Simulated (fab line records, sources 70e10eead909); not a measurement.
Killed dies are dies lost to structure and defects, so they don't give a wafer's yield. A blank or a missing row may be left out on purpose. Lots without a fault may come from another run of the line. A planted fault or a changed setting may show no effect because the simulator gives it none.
Which tool did it? | flow nand_harc | 12 lots, 36 wafers sampled, at 1 step of a route of 1159

WHAT THE GAUGES READ, wafer by wafer
NHARC_P_ZERO_WELL_CD_MEAS_52: target cd 2000 nm.
lot  | measured    | on        | cd_nm (nm)
L075 | day 1 23:40 | cd_sem-03 | 1999.1 2002.4 1998.1
L077 | day 2 11:44 | cd_sem-02 | 1998.4 2002.2 2000.5
L079 | day 2 23:47 | cd_sem-02 | 1997.8 1997.8 1997.6
L081 | day 3 11:38 | cd_sem-01 | 2001.7 1999.1 2002.3
L083 | day 3 23:46 | cd_sem-02 | 2000.8 1999.7 1996.7
L085 | day 4 12:07 | cd_sem-02 | 2000.2 2000.7 1999.9
L087 | day 4 23:53 | cd_sem-03 | 2003.3 2002.1 2000.4
L089 | day 5 11:56 | cd_sem-02 | 2000.0 1999.1 1995.8
L091 | day 6 00:11 | cd_sem-01 | 1999.9 2001.4 1999.2
L093 | day 6 11:41 | cd_sem-01 | 1999.0 2002.5 2002.3
L095 | day 6 23:42 | cd_sem-03 | 2002.3 2000.2 1999.2
L097 | day 7 11:42 | cd_sem-01 | 1999.3 2003.4 1999.3

WHICH TOOL RAN EACH LOT (tool, then ch and the chambers of the sampled wafers, then the start)
The record holds no process step before these readings.

THE ANSWER, worked out from the rows above alone
Rule: what is usual is taken from the lots themselves. Put in order of their means at a reading, lots are off if they are a third of the lots or fewer, leave a main group of 4 or more, and stand apart from it by a gap of 3 or more times the standard deviation of the main group's means; of several such gaps the widest counts. A main group whose means are all the same, to the digits that the tables above print for the reading, isn't used. A lot without any number at a reading at which 4 lots or more have one is off too. The other lots that the step has rows for count as sound.
No lot is off at any reading shown: from this, nothing can be told.

WHAT THE SIMULATOR HAD PUT IN
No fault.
